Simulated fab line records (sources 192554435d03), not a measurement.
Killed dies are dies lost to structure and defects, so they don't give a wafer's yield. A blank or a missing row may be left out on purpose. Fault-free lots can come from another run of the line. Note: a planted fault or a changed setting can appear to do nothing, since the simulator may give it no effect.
fab line records	flow n5_finfet
[record] lots = 8	wafers = 24	last_day = 18
route steps=1938 shown BEOL_M4@1111 BEOL_M10@1486 PASSIVATION@1936
lots that met no fault: from a run of the same line without faults
start_h: hours from the record's opening day to when the first of the lot's shown wafers began	wait_h: how many hours have passed since the lot's step before this one	" as in the row above	L1.1+2: several wafers, shown together as one row	- value missing, or start not given	* or withheld: withheld	< > ~ a bound
route shown NAME@n: names a module that has steps shown in the file, with the first one's number in the route	usual: mean and standard deviation over wafers with no fault	same: alike in all rows	chamber/n: place in a boat	sites: each site's reading	_std_site: standard deviation across them	_edge_site: outer sites' mean less inner sites'	radius_mm: for every site, how far away it sits from the centre of the wafer	mask NAME#n: copy n	behind: the last tool/chamber to shape the wafer	hold: what put the lot on hold/how long, in hours/how the hold closed	device: whichever transistor did not switch (one of n, p or np)	end of line: at the end of the route, the tests of the same wafers	step lacking rows: just its recipe	killed: dies that structure and defects cost at the first sort, which is not the same as the wafer's yield	map: a wafer's dies, x killed, . not, _ none there
set.NAME: the setting that was run; set.NAME@STEP: the one run at that earlier step	model.NAME: the simulator's own value behind a step, which no gauge read
route steps across a sampled set of lots; one table per step, one row per wafer
services: a tool's chamber out of use, with start hour (start_h, from the record's first day; less than 0 if before it), hours out, and reason
[[steps]]
[step N5_BEOL_M4_RC_MEAS_101]
[usual] DIBL_N = 36.5/1.4	DIBL_P = 36.6/1.6	IOFF_N = 0.160/0.024	IOFF_P = 0.217/0.029	ION_N = 674/8.7	ION_P = 464/6.5	SS_N = 71.6/0.47	SS_P = 73.4/0.57	VT_N = 250.0/2.5	VT_P = -250/3.1
lot.wafer	tool	chamber	start_h	wait_h	DIBL_N[mV/V]	DIBL_P[mV/V]	IOFF_N[nA/um]	IOFF_P[nA/um]	ION_N[uA/um]	ION_P[uA/um]	SS_N[mV/dec]	SS_P[mV/dec]	VT_N[mV]	VT_P[mV]
L274.1	prober-02	0	210.82	0.0	38.8	39.8	0.211	0.253	694	465	72.7	74.1	248.9	-249
L274.3	"	0	"	"	35.9	36.3	0.160	0.196	677	457	71.2	73.5	250.0	-253
L274.5	"	0	"	"	37.8	38.6	0.187	0.226	679	460	70.8	74.0	249.7	-253
L275.2	prober-01	0	212.97	0.2	36.2	36.6	0.161	0.244	670	472	71.7	74.0	248.0	-245
L275.5	"	0	"	"	35.4	34.5	0.140	0.202	670	462	71.5	72.5	250.6	-246
L275.6	"	0	"	"	36.4	37.0	0.168	0.238	679	470	71.6	73.5	248.6	-246
L277.1	prober-01	0	227.21	0.0	36.3	37.3	0.169	0.261	678	474	71.1	74.2	248.6	-245
L277.3	"	0	"	"	37.1	37.9	0.187	0.267	673	474	72.0	73.4	245.1	-243
L277.5	"	0	"	"	36.9	37.7	0.176	0.256	689	474	71.9	73.4	248.4	-244
L280.2	prober-02	0	242.14	0.2	39.2	39.4	0.188	0.213	679	461	72.3	74.0	248.0	-251
L280.5	"	0	"	"	40.3	40.9	0.209	0.247	668	456	72.9	75.4	247.4	-249
L280.6	"	0	"	"	38.9	39.0	0.170	0.197	674	455	72.2	74.6	250.9	-254
L281.3	prober-01	0	244.15	0.3	35.7	35.4	0.134	0.212	666	469	70.7	72.5	251.2	-249
L281.4	"	0	"	"	37.9	37.3	0.174	0.239	681	465	72.1	73.1	249.5	-246
L281.5	"	0	"	"	36.0	35.4	0.140	0.210	675	468	71.0	72.9	249.9	-249
L284.1	prober-01	0	263.39	0.0	39.6	40.9	0.225	0.299	692	480	72.1	74.3	245.3	-246
L284.2	"	0	"	"	37.6	37.6	0.175	0.239	680	467	71.7	73.3	248.3	-248
L284.4	"	0	"	"	34.9	34.8	0.131	0.190	664	463	70.7	73.4	250.8	-249
L286.3	prober-02	0	270.46	0.3	35.3	34.2	0.112	0.167	653	454	71.0	72.3	253.4	-255
L286.4	"	0	"	"	36.1	35.6	0.127	0.185	663	462	71.2	73.1	254.9	-252
L286.6	"	0	"	"	35.7	35.5	0.127	0.185	666	462	71.4	73.3	253.7	-252
L287.4	prober-01	0	278.41	0.5	36.7	38.8	0.167	0.226	666	463	72.0	74.2	249.4	-253
L287.5	"	0	"	"	36.8	39.0	0.173	0.231	669	459	71.6	73.8	250.7	-250
L287.6	"	0	"	"	35.0	36.9	0.146	0.194	672	460	71.7	73.3	250.6	-252
[step N5_BEOL_M10_DESCUM_16]
[recipe] chemistry = O2	time_s = 7.9	source_power_w = 50	bias_power_w = 20	pressure_mtorr = 20	rf_frequency_hz = 2.712e+07	temp_c = 40	resist = CAR-ArF	o2_flow_sccm = 225
[usual] drypump_motor_current_A = 5.8/0.42	oes_product_au = 0.78/0.077	rf_vpp_V = 243.5/1.5	showerhead_plenum_p_Torr = 2.11/0.083	throttle_valve_pct = 20.41/0.23
lot.wafer	tool	chamber	start_h	wait_h	drypump_motor_current_A	oes_product_au	rf_hours_counter_h	rf_vpp_V	showerhead_plenum_p_Torr	throttle_valve_pct
L274.1	rie_diel-01	0	254.71	2.2	5.6	0.71	214	241.6	1.98	20.64
L274.3	"	0	"	"	5.7	0.71	-	241.2	1.98	20.63
L274.5	"	0	"	"	5.7	0.71	-	242.2	1.98	20.64
L275.2	rie_diel-01	0	260.05	0.4	5.6	0.71	217	242.1	1.98	20.67
L275.5	"	0	"	"	5.6	0.71	-	241.4	1.98	20.65
L275.6	"	1	"	"	5.6	0.81	-	244.1	2.19	20.19
L277.1	rie_diel-06	0	270.17	0.0	5.8	0.87	56	241.3	2.04	20.28
L277.3	"	2	"	"	5.5	0.71	209	244.5	2.16	20.85
L277.5	"	2	"	"	5.4	0.72	-	244.7	2.16	20.88
L281.3	rie_diel-02	0	289.47	0.7	5.5	0.88	34	245.5	2.22	20.09
L281.4	"	0	"	"	5.5	0.88	-	244.3	2.22	20.08
L281.5	"	3	"	"	5.9	0.71	-	242.7	2.00	20.28
L280.2	rie_diel-01	1	290.91	0.3	5.6	0.80	102	245.5	2.19	20.22
L280.5	"	3	"	"	6.2	0.74	-	244.7	2.17	20.47
L280.6	"	0	"	"	5.6	0.70	-	241.2	1.97	20.66
L284.1	rie_diel-06	3	312.20	0.0	6.4	0.73	181	243.8	2.07	20.72
L284.2	"	0	"	"	5.7	0.84	73	241.4	2.03	20.28
L284.4	"	1	"	"	5.0	0.84	58	242.2	2.02	20.21
L287.4	rie_diel-01	2	322.85	0.0	5.0	0.93	19	245.0	2.14	20.42
L287.5	"	0	"	"	5.6	0.68	-	241.8	1.97	20.69
L287.6	"	1	"	"	5.6	0.78	-	242.6	2.18	20.23
L286.3	rie_diel-01	1	368.69	0.2	5.6	0.76	133	244.5	2.17	20.26
L286.4	"	3	"	"	6.2	0.72	-	245.1	2.16	20.53
L286.6	"	1	"	"	5.6	0.76	-	244.0	2.17	20.26
[step N5_BEOL_M10_HM_OPEN_17]
[recipe] chemistry = Cl2/BCl3	target_depth_a = 200	overetch_a = 60	target = TiN	mask_material = SOC	ion_energy_ev = 150	pressure_mtorr = 10	icp_w = 1000	bias_w = 126	Cl2_flow_sccm = 53.25	bcl3_flow_sccm = 21.75	Ar_flow_sccm = 25
[usual] drypump_motor_current_A = 5.8/0.41	mfc_ar_sccm = 24.99/0.085	oes_product_au = 0.62/0.052	throttle_valve_pct = 22.01/0.15
lot.wafer	tool	chamber	start_h	wait_h	drypump_motor_current_A	mfc_ar_sccm	oes_product_au	rf_hours_counter_h	throttle_valve_pct
L274.1	rie_metal-01	1	255.14	0.1	6.6	24.98	0.64	43	21.70
L274.3	"	0	"	"	6.0	24.96	0.57	-	21.95
L274.5	"	1	"	"	6.6	24.93	0.65	-	21.70
L275.2	rie_metal-01	0	260.44	0.0	6.0	25.00	0.57	94	21.96
L275.5	"	0	"	"	6.0	25.12	0.57	-	21.95
L275.6	"	1	"	"	6.5	25.14	0.64	-	21.69
L277.1	rie_metal-01	1	270.44	0.0	6.5	24.99	0.63	45	21.72
L277.3	"	0	"	"	6.0	24.95	0.50	-	22.09
L277.5	"	0	"	"	6.0	25.01	0.56	-	21.98
L281.3	rie_metal-03	1	289.77	0.1	5.8	24.89	0.60	-	22.10
L281.4	"	0	"	"	5.4	24.94	0.60	-	22.15
L281.5	"	1	"	"	5.8	24.97	0.60	-	22.11
L280.2	rie_metal-01	1	291.18	0.0	6.5	25.09	0.63	47	21.72
L280.5	"	0	"	"	6.0	25.01	0.56	-	21.96
L280.6	"	1	"	"	6.5	25.15	0.56	-	21.86
L284.1	rie_metal-03	0	312.47	0.0	5.4	24.91	0.59	73	22.18
L284.2	"	1	"	"	5.8	25.03	0.59	78	22.13
L284.4	"	1	"	"	5.8	24.89	0.59	-	22.09
L287.4	rie_metal-03	1	323.15	0.1	5.7	24.90	0.59	-	22.12
L287.5	"	0	"	"	5.3	24.89	0.60	-	22.18
L287.6	"	1	"	"	5.8	24.87	0.59	-	22.12
L286.3	rie_metal-03	1	368.99	0.1	5.8	25.13	0.58	-	22.11
L286.4	"	0	"	"	5.4	24.91	0.59	-	22.18
L286.6	"	0	"	"	5.3	24.99	0.59	-	22.18
[step N5_BEOL_M10_CD_MEAS_18]
[recipe] pitch_nm = 140	target_cd_nm = 70
[usual] cd_nm = 70.3/0.54
lot.wafer	tool	chamber	start_h	wait_h	cd_nm
L274.1	cd_sem-03	-	255.36	0.0	70.1
L274.3	"	-	"	"	70.0
L274.5	"	-	"	"	69.5
L275.2	cd_sem-02	-	260.63	0.1	69.4
L275.5	"	-	"	"	69.6
L275.6	"	-	"	"	69.5
L277.1	cd_sem-02	-	270.62	0.0	69.7
L277.3	"	-	"	"	68.8
L277.5	"	-	"	"	69.5
L281.3	cd_sem-03	-	289.93	0.1	70.6
L281.4	"	-	"	"	70.7
L281.5	"	-	"	"	71.0
L280.2	cd_sem-01	-	291.40	0.1	71.0
L280.5	"	-	"	"	71.1
L280.6	"	-	"	"	70.5
L284.1	cd_sem-01	-	312.65	0.0	69.8
L284.2	"	-	"	"	70.0
L284.4	"	-	"	"	70.4
L287.4	cd_sem-03	-	323.31	0.1	71.3
L287.5	"	-	"	"	70.6
L287.6	"	-	"	"	70.8
L286.3	cd_sem-01	-	369.14	0.1	70.5
L286.4	"	-	"	"	70.2
L286.6	"	-	"	"	69.7
[step N5_BEOL_M10_OVL_MEAS_29]
[recipe] points_per_wafer = 44
[usual] V9_OVL = 0.6/0.74
lot.wafer	tool	chamber	start_h	wait_h	V9_OVL[nm]
L274.1	overlay-02	0	255.80	0.0	1.1
L274.3	"	0	"	"	0.6
L274.5	"	0	"	"	1.5
L275.2	overlay-01	0	261.67	0.0	0.3
L275.5	"	0	"	"	0.7
L275.6	"	0	"	"	-0.7
L277.1	overlay-01	0	272.27	0.0	0.4
L277.3	"	0	"	"	1.0
L277.5	"	0	"	"	0.4
L281.3	overlay-01	0	290.37	0.0	-0.7
L281.4	"	0	"	"	-0.5
L281.5	"	0	"	"	-0.7
L280.2	overlay-01	0	291.75	0.0	2.0
L280.5	"	0	"	"	0.5
L280.6	"	0	"	"	1.4
L284.1	overlay-02	0	314.17	0.0	0.4
L284.2	"	0	"	"	-0.4
L284.4	"	0	"	"	1.4
L287.4	overlay-02	0	325.05	0.0	0.3
L287.5	"	0	"	"	0.6
L287.6	"	0	"	"	0.3
L286.3	overlay-01	0	371.15	0.0	0.3
L286.4	"	0	"	"	0.2
L286.6	"	0	"	"	0.5
[step N5_BEOL_M10_VIA_ETCH_34]
[recipe] chemistry = C4F6/O2	target = SiCOH_lowk	target_depth_a = 1845	mask_material = SOC	taper_deg = 4	time_s = 69.2	ion_energy_ev = 250	pressure_mtorr = 30	source_w = 345	bias_w = 185	Ar_flow_sccm = 300	C4F6_flow_sccm = 10	O2_flow_sccm = 10
[usual] drypump_motor_current_A = 5.7/0.44	mfc_ar_sccm = 300.0/0.88	oes_product_au = 0.79/0.081	rf_vpp_V = 663/5.8	showerhead_plenum_p_Torr = 2.87/0.1	throttle_valve_pct = 20.92/0.23
lot.wafer	tool	chamber	start_h	wait_h	drypump_motor_current_A	mfc_ar_sccm	oes_product_au	rf_hours_counter_h	rf_vpp_V	showerhead_plenum_p_Torr	throttle_valve_pct
L274.1	rie_diel-06	1	257.45	0.0	5.0	300.2	0.86	45	657	2.78	20.79
L274.3	"	2	"	"	5.4	297.4	0.72	203	661	2.93	21.31
L274.5	"	2	"	"	5.5	299.0	0.72	-	662	2.93	21.30
L275.2	rie_diel-01	1	262.14	0.0	5.6	300.3	0.81	92	674	2.98	20.75
L275.5	"	3	"	"	6.2	299.8	0.74	-	670	2.95	20.88
L275.6	"	0	"	"	5.7	299.4	0.70	-	657	2.72	21.23
L277.1	rie_diel-01	0	272.54	0.0	5.6	300.1	0.69	223	654	2.71	21.22
L277.3	"	2	"	"	5.0	299.7	0.38	2	655	2.91	20.72
L277.5	"	2	"	"	5.0	300.1	0.99	-	656	2.91	20.90
L281.3	rie_diel-02	2	290.64	0.0	6.1	301.0	0.75	148	666	2.97	20.85
L281.4	"	3	"	"	5.9	298.0	0.72	-	669	2.74	20.83
L281.5	"	0	"	"	5.5	298.7	0.88	-	666	3.02	20.61
L280.2	rie_diel-01	0	292.02	0.0	5.7	298.0	0.68	231	655	2.71	21.23
L280.5	"	0	"	"	5.6	300.3	0.70	-	657	2.71	21.22
L280.6	"	1	"	"	5.6	300.5	0.30	-	672	2.98	20.59
L284.1	rie_diel-01	3	314.44	0.0	6.2	299.6	0.73	181	668	2.94	20.92
L284.2	"	1	"	"	5.6	298.5	0.79	110	670	2.98	20.76
L284.4	"	2	"	"	5.0	300.3	0.93	16	655	2.91	20.92
L287.4	rie_diel-06	0	325.31	0.0	5.7	300.5	0.83	78	665	2.76	20.76
L287.5	"	1	"	"	5.0	298.7	0.83	-	657	2.78	20.80
L287.6	"	2	"	"	5.4	300.4	0.70	-	662	2.92	21.34
L286.3	rie_diel-02	0	371.78	0.0	5.5	300.1	0.85	63	665	3.00	20.66
L286.4	"	3	"	"	5.9	300.6	0.70	200	669	2.72	20.86
L286.6	"	1	"	"	6.5	300.1	0.89	-	657	2.89	20.64
[step N5_BEOL_M10_OCD_MEAS_38]
[usual] trench_depth_nm = 148.8/2.2
lot.wafer	tool	chamber	start_h	wait_h	trench_depth_nm
L274.1	ocd-01	-	257.74	-	149.3
L274.3	"	-	"	"	150.4
L274.5	"	-	"	"	150.0
L275.2	ocd-02	-	262.43	-	147.5
L275.5	"	-	"	"	149.5
L275.6	"	-	"	"	146.0
L277.1	ocd-02	-	272.82	-	144.2
L277.3	"	-	"	"	6.1
L277.5	"	-	"	"	152.7
L281.3	ocd-01	-	290.93	-	148.2
L281.4	"	-	"	"	146.4
L281.5	"	-	"	"	151.0
L280.2	ocd-01	-	292.30	-	145.6
L280.5	"	-	"	"	143.8
L280.6	"	-	"	"	1.2
L284.1	ocd-02	-	314.72	-	149.6
L284.2	"	-	"	"	148.0
L284.4	"	-	"	"	152.3
L287.4	ocd-01	-	325.60	-	150.2
L287.5	"	-	"	"	148.0
L287.6	"	-	"	"	148.3
L286.3	ocd-01	-	372.07	-	151.0
L286.4	"	-	"	"	148.8
L286.6	"	-	"	"	153.1
[step N5_BEOL_M10_CD_MEAS_35]
[recipe] target_cd_nm = 70	polarity = opening
[usual] cd_nm = 70.2/0.57
lot.wafer	tool	chamber	start_h	wait_h	cd_nm
L274.1	cd_sem-01	-	257.89	0.0	69.9
L274.3	"	-	"	"	69.9
L274.5	"	-	"	"	69.4
L275.2	cd_sem-01	-	262.58	0.0	69.2
L275.5	"	-	"	"	69.1
L275.6	"	-	"	"	69.9
L277.1	cd_sem-03	-	272.97	0.0	69.8
L277.3	"	-	"	"	-
L277.5	"	-	"	"	69.3
L281.3	cd_sem-03	-	291.08	0.0	70.7
L281.4	"	-	"	"	70.8
L281.5	"	-	"	"	70.7
L280.2	cd_sem-02	-	292.55	0.0	71.4
L280.5	"	-	"	"	71.4
L280.6	"	-	"	"	-
L284.1	cd_sem-02	-	314.88	0.0	69.7
L284.2	"	-	"	"	70.0
L284.4	"	-	"	"	70.4
L287.4	cd_sem-01	-	325.77	0.0	70.9
L287.5	"	-	"	"	70.6
L287.6	"	-	"	"	70.2
L286.3	cd_sem-02	-	372.23	0.0	70.0
L286.4	"	-	"	"	70.1
L286.6	"	-	"	"	69.4
[step N5_BEOL_M10_THK_MEAS_53]
[recipe] thk_meas_gauge = xrf	reads = Cu_of_BEOL_M10_ECD_50
[usual] M10_THK = 139.5/2.4
lot.wafer	tool	chamber	start_h	wait_h	M10_THK[nm]
L274.1	film_metro-02	-	260.70	-	139.3
L274.3	"	-	"	"	139.5
L274.5	"	-	"	"	140.5
L275.2	film_metro-01	-	266.05	-	138.7
L275.5	"	-	"	"	140.4
L275.6	"	-	"	"	137.0
L277.1	film_metro-01	-	275.02	-	134.1
L277.3	"	-	"	"	-
L277.5	"	-	"	"	143.4
L281.3	film_metro-02	-	293.99	-	137.2
L281.4	"	-	"	"	135.6
L281.5	"	-	"	"	139.1
L280.2	film_metro-02	-	294.79	-	135.1
L280.5	"	-	"	"	134.7
L280.6	"	-	"	"	-
L284.1	film_metro-02	-	316.96	-	140.4
L284.2	"	-	"	"	138.8
L284.4	"	-	"	"	142.6
L287.4	film_metro-02	-	328.29	-	139.8
L287.5	"	-	"	"	139.8
L287.6	"	-	"	"	140.4
L286.3	film_metro-01	-	374.47	-	142.0
L286.4	"	-	"	"	140.7
L286.6	"	-	"	"	145.2
[step N5_PASSIVATION_PROBE_49]
[usual] defect_limited_yield = 91.2/1.4	killed_at_M0_to_M3 = 34/9.4	killed_at_M4_up = 13/5.8	killed_at_contacts = 13/6.4	killed_at_front_end = 41/11	killed_at_other = 3.1/2.3	killed_dies = 103/16	killed_on_rim = 13/3.4	killed_open = 69/12	killed_short = 33/7.8	sort_bin_5_function = 5.1/0.91	sort_bin_6_memory = 3.3/0.63	sort_n_pass = 1077/16	sort_yield_pct = 91.2/1.4
[same] gross_dies = 1180	killed_at_back_side = 0	sort_bin_4_leakage[%] = 0	sort_bin_8_speed[%] = 0
lot.wafer	tool	chamber	start_h	wait_h	defect_limited_yield[%]	killed_at_M0_to_M3	killed_at_M4_up	killed_at_contacts	killed_at_front_end	killed_at_other	killed_dies	killed_on_rim	killed_open	killed_short	sort_bin_5_function[%]	sort_bin_6_memory[%]	sort_n_pass	sort_yield_pct[%]
L277.1	prober-01	-	320.35	0.0	89.9	35	6	15	55	8	119	18	89	30	5.8	4.2	1061	89.9
L277.3	prober-01	-	320.45	0.1	3.3	45	1035	6	52	3	1141	122	79	32	92.8	3.4	39	3.3
L277.5	prober-01	-	320.55	0.2	92.3	37	7	13	33	1	91	8	70	20	4.7	3.0	1089	92.3
L280.2	prober-01	-	343.46	0.1	91.9	28	12	8	45	2	95	14	59	35	5.1	2.7	1085	91.9
L280.5	prober-01	-	343.61	0.2	92.4	25	12	12	40	1	90	10	58	30	4.9	2.2	1090	92.4
L280.6	prober-01	-	343.66	0.3	0.3	10	1119	9	38	0	1176	152	42	26	97.5	1.6	4	0.3
L286.3	prober-01	-	426.02	0.1	90.9	28	8	6	59	6	107	15	72	35	5.7	3.2	1073	90.9
L286.4	prober-01	-	426.07	0.2	91.4	33	16	2	45	6	102	17	57	42	4.6	3.9	1078	91.4
L286.6	prober-01	-	426.17	0.3	91.3	38	10	6	45	4	103	13	67	32	5.3	2.6	1077	91.3
// killed by level:class
L277.1 FIN_SAQP:geometric_particle:open=15 MOL_CONTACT_COAG:geometric_particle:open=11 BEOL_M2:geometric_particle:open=11 STI_FIN_REVEAL:geometric_particle:open=9 DUMMY_GATE:geometric_particle:open=8 BEOL_M0_SAQP:geometric_particle:open=8 FIN_SAQP:geometric_particle:short=7 GATE_CUT:geometric_particle:short=5
L277.3 BEOL_M10:area_open=1030 BEOL_M1:geometric_particle:open=12 FIN_SAQP:geometric_particle:short=11 STI_FIN_REVEAL:geometric_particle:open=11 BEOL_M2:geometric_particle:open=11 FIN_SAQP:geometric_particle:open=10 BEOL_M0_SAQP:geometric_particle:open=7 BEOL_M0_SAQP:geometric_particle:short=5
L277.5 MOL_CONTACT_COAG:geometric_particle:open=11 BEOL_M2:geometric_particle:open=11 STI_FIN_REVEAL:geometric_particle:open=10 FIN_SAQP:geometric_particle:open=6 BEOL_M0_SAQP:geometric_particle:open=6 BEOL_M1:geometric_particle:open=6 BEOL_M3:geometric_particle:open=4 GATE_CUT:geometric_particle:open=4
L280.2 BEOL_M2:geometric_particle:open=14 STI_FIN_REVEAL:geometric_particle:open=12 FIN_SAQP:geometric_particle:short=11 GATE_CUT:geometric_particle:short=6 MOL_CONTACT_COAG:geometric_particle:open=6 FIN_SAQP:geometric_particle:open=5 BEOL_M0_SAQP:geometric_particle:short=5 BEOL_M0_SAQP:geometric_particle:open=5
L280.5 MOL_CONTACT_COAG:geometric_particle:open=8 FIN_SAQP:geometric_particle:short=7 STI_FIN_REVEAL:geometric_particle:open=7 BEOL_M2:geometric_particle:open=7 FIN_SAQP:geometric_particle:open=6 BEOL_M0_SAQP:geometric_particle:short=6 SPACER0:geometric_particle:open=4 MOL_CONTACT_COAG:geometric_particle:short=4
L280.6 BEOL_M10:area_open=1108 FIN_SAQP:geometric_particle:short=10 STI_FIN_REVEAL:geometric_particle:open=7 MOL_CONTACT_COAG:geometric_particle:open=7 FIN_SAQP:geometric_particle:open=6 BEOL_M0_SAQP:geometric_particle:short=6 GATE_CUT:geometric_particle:open=4 BEOL_M4:geometric_particle:open=4
L286.3 FIN_SAQP:geometric_particle:open=23 FIN_SAQP:geometric_particle:short=11 BEOL_M2:geometric_particle:open=9 STI_FIN_REVEAL:geometric_particle:open=8 BEOL_M1:geometric_particle:open=8 MOL_CONTACT_COAG:geometric_particle:open=6 DUMMY_GATE:geometric_particle:short=4 DUMMY_GATE:geometric_particle:open=4
L286.4 FIN_SAQP:geometric_particle:short=11 FIN_SAQP:geometric_particle:open=10 GATE_CUT:geometric_particle:short=7 BEOL_M0_SAQP:geometric_particle:open=7 BEOL_M2:geometric_particle:open=6 BEOL_M0_SAQP:geometric_particle:short=6 BEOL_M4:geometric_particle:open=5 BEOL_M4:geometric_particle:short=5
L286.6 FIN_SAQP:geometric_particle:open=15 BEOL_M0_SAQP:geometric_particle:open=9 BEOL_M2:geometric_particle:open=8 GATE_CUT:geometric_particle:short=7 BEOL_M0_SAQP:geometric_particle:short=6 BEOL_M1:geometric_particle:open=6 MOL_CONTACT_COAG:geometric_particle:open=5 STI_FIN_REVEAL:geometric_particle:open=4
[[services]]
tool	chamber	start_h	hours	kind
rie_diel-01	2	231.57	-	clean
rie_diel-01	2	231.57	-	consumable_replace:focus_ring
rie_diel-01	2	231.57	32.8	scheduled_down
rie_diel-01	2	231.57	32.8	vent_cycle
rie_diel-02	-	241.53	15.6	pm
rie_diel-06	1	266.28	23.2	repair
rie_diel-02	1	277.02	-	clean
rie_diel-02	1	277.02	-	consumable_replace:focus_ring
rie_diel-02	1	277.02	15.9	scheduled_down
rie_diel-02	1	277.02	15.9	vent_cycle
rie_metal-03	-	279.19	0.3	repair
rie_metal-01	-	311.80	2.8	pm
rie_diel-01	0	346.38	-	clean
rie_diel-01	0	346.38	-	consumable_replace:focus_ring
rie_diel-01	0	346.38	26.3	scheduled_down
rie_diel-01	0	346.38	26.3	vent_cycle
rie_diel-06	3	353.66	29.7	repair
rie_metal-03	-	361.15	1.4	pm
rie_diel-06	1	363.58	4.0	repair
[[key]]
[first_sign] step = N5_BEOL_M10_VIA_ETCH_34	reading = oes_product_au	direction = down	sigmas = 5.5	usual = 0.79	struck = 0.34
[effect] step = N5_BEOL_M10_OCD_MEAS_38	reading = trench_depth_nm	direction = down	sigmas = 65	usual = 148.8	struck = 3.6
[effect] step = N5_BEOL_M10_CD_MEAS_35	reading = cd_nm	direction = missing
[effect] step = N5_BEOL_M10_THK_MEAS_53	reading = M10_THK	direction = missing
[effect] step = N5_PASSIVATION_PROBE_49	reading = killed_at_M4_up	direction = up	sigmas = 99+	usual = 13	struck = 1077
[more_kills_born_at] N5_BEOL_M10_HM_OPEN_17@rie_metal-01 = 2138
met_at N5_BEOL_M10_HM_OPEN_17
struck_lots L277,L280
struck_wafers L277.3,L280.6
later_rows_left_out L277.3,L280.6
not_acting_at N5_BEOL_M10_DESCUM_16,N5_BEOL_M10_CD_MEAS_18,N5_BEOL_M10_OVL_MEAS_29
onset_between 260.44 270.44
[fault] kind = process_parameter_drift	tool = rie_metal-01	chamber = -	onset_h = 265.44	steps = N5_BEOL_M10_HM_OPEN_17	channel = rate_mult	offset = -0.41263	shape = step	end_h = 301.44	scope = struck_wafers_only
// later_rows_left_out: the simulator's readings of these wafers behind a module that went badly wrong aren't trusted and aren't shown, but for the sort
